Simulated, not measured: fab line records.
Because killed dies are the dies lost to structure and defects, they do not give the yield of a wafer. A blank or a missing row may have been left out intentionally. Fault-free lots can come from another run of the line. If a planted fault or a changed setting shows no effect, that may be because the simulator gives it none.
Matching of chambers -- flow n5_finfet -- ald_sin-03 running N5_FIN_SAQP_SPACER1_ALD_24: 4 sister chambers
The step deposits SiO2, target thk 20.3 nm, pulse time 1 s, purge time 2 s. 4 wafers are shown with their chamber, then 12 later ones without.

## EACH WAFER AND ITS CHAMBER
wafer,chamber,heater_power_w (W)
L087.4,1,446
L093.1,3,527
L093.2,0,448
L093.3,2,447

## WAFERS MISSING THEIR CHAMBER
wafer,heater_power_w (W)
L093.4,450
L093.5,440
L093.6,449
L094.2,440
L094.4,450
L094.6,444
L095.1,443
L095.3,449
L095.5,459
L096.2,529
L096.4,447
L096.6,444

## CHAMBER TAKEN BY EACH
wafer,from the rows above,in truth
L093.4,can't be placed: 0 or 2 or 1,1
L093.5,can't be placed: 1 or 2 or 0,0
L093.6,can't be placed: 0 or 2 or 1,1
L094.2,can't be placed: 1 or 2 or 0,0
L094.4,can't be placed: 0 or 2 or 1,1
L094.6,can't be placed: 1 or 2 or 0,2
L095.1,can't be placed: 1 or 2 or 0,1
L095.3,can't be placed: 0 or 2 or 1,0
L095.5,can't be placed: 0 or 2 or 1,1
L096.2,3,3
L096.4,can't be placed: 2 or 0 or 1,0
L096.6,can't be placed: 1 or 2 or 0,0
Correctly placed: 1 of 12. Cannot be placed on the basis of these rows: 11; the candidates contain the true chamber in 11. 0 placed wrongly.
How it was worked out, from the rows above alone: a wafer's distance from a chamber is the root of the sum, over the readings, of the square of ((its reading less the chamber's mean) divided by the reading's scatter). If the next closest chamber is less than 2 further off than the closest, the wafer can't be placed; otherwise it belongs to the closest. A chamber's mean is the mean of its shown wafers. The scatter (one wafer shown for each chamber): square how far every hidden wafer sits from the nearest shown wafer, average those squares and take the square root.
